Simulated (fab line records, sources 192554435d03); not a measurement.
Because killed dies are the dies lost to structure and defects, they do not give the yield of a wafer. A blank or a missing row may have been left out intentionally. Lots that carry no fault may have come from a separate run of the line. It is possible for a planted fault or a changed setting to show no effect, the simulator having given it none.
Matching of chambers + flow n5-finfet + N5_BEOL_M10_CMP_52 on cmp-01 has 4 sister chambers
The step polishes, stops on SiCOH lowk, t overpolish 7 s, target thk 140 nm. 16 wafers are shown with their chamber, then 8 later ones without.

== WAFERS PAIRED WITH THEIR CHAMBERS ==
| wafer  | chamber | motor-current-A (A) | retaining-ring-pressure-frac | overpolish-run-s (s) |
|--------|---------|---------------------|------------------------------|----------------------|
| L074.1 | 2       | 6.7                 | 0.995                        | 7.000                |
| L074.3 | 1       | 6.8                 | 0.992                        | 6.995                |
| L074.5 | 3       | 6.2                 | 1.006                        | 6.992                |
| L075.3 | 0       | 6.4                 | 0.997                        | 7.002                |
| L075.5 | 0       | 6.5                 | 0.995                        | 7.008                |
| L075.6 | 3       | 6.6                 | 1.007                        | 6.993                |
| L080.1 | 2       | 6.9                 | 1.000                        | 6.984                |
| L080.2 | 3       | 6.0                 | 0.999                        | 7.001                |
| L080.6 | 3       | 6.3                 | 1.000                        | 7.015                |
| L081.2 | 2       | 7.1                 | 1.000                        | 7.001                |
| L081.4 | 3       | 6.2                 | 1.002                        | 6.992                |
| L081.5 | 1       | 6.9                 | 0.998                        | 6.988                |
| L085.2 | 2       | 7.0                 | 0.997                        | 6.992                |
| L085.4 | 0       | 6.6                 | 0.998                        | 6.999                |
| L085.5 | 1       | 6.6                 | 1.000                        | 6.986                |
| L088.3 | 1       | 6.6                 | 0.991                        | 6.997                |

SIGNATURES (means of the wafers above)
| reading                      | chamber 0 | chamber 1 | chamber 2 | chamber 3 | scatter within a chamber |
|------------------------------|-----------|-----------|-----------|-----------|--------------------------|
| motor-current-A              | 6.500     | 6.725     | 6.925     | 6.260     | 0.175                    |
| retaining-ring-pressure-frac | 0.99667   | 0.99525   | 0.99800   | 1.00280   | 0.00332                  |
| overpolish-run-s             | 7.00300   | 6.99150   | 6.99425   | 6.99860   | 0.00769                  |
Rule: a wafer lies at a distance from a chamber equal to the root of the sum of squares, over the readings, of (its reading less the chamber's mean, divided by the reading's scatter). The wafer belongs to the nearest chamber; if the next one is less than 2 further off, it can't be placed. The scatter: the root of (the sum of the squares of (reading less its chamber's mean) over the shown wafers, divided by (wafers less chambers)).

== WAFERS WHOSE CHAMBER IS MISSING ==
| wafer  | motor-current-A (A) | retaining-ring-pressure-frac | overpolish-run-s (s) |
|--------|---------------------|------------------------------|----------------------|
| L088.4 | 6.6                 | 0.999                        | 6.991                |
| L088.5 | 6.7                 | 0.992                        | 7.005                |
| L094.2 | 6.2                 | 1.006                        | 6.980                |
| L094.3 | 6.6                 | 0.992                        | 6.994                |
| L094.5 | 6.1                 | 1.002                        | 6.995                |
| L092.1 | 6.7                 | 0.999                        | 7.005                |
| L092.4 | 6.8                 | 1.003                        | 7.005                |
| L092.5 | 6.8                 | 0.993                        | 6.993                |

== EACH ONE'S CHAMBER ==
| wafer  | from the rows above               | in truth |
|--------|-----------------------------------|----------|
| L088.4 | can't be placed: 1 or 0 or 2 or 3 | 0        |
| L088.5 | can't be placed: 0 or 1 or 2      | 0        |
| L094.2 | can't be placed: 3 or 0           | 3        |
| L094.3 | can't be placed: 1 or 0 or 2      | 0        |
| L094.5 | can't be placed: 3 or 0           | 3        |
| L092.1 | can't be placed: 0 or 2 or 1 or 3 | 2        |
| L092.4 | can't be placed: 2 or 0 or 1 or 3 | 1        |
| L092.5 | can't be placed: 1 or 2 or 0      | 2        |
Correct placement for 0 of the 8. Cannot be placed on the basis of these rows: 8; the candidates contain the true chamber in 8. Number placed wrongly: 0.
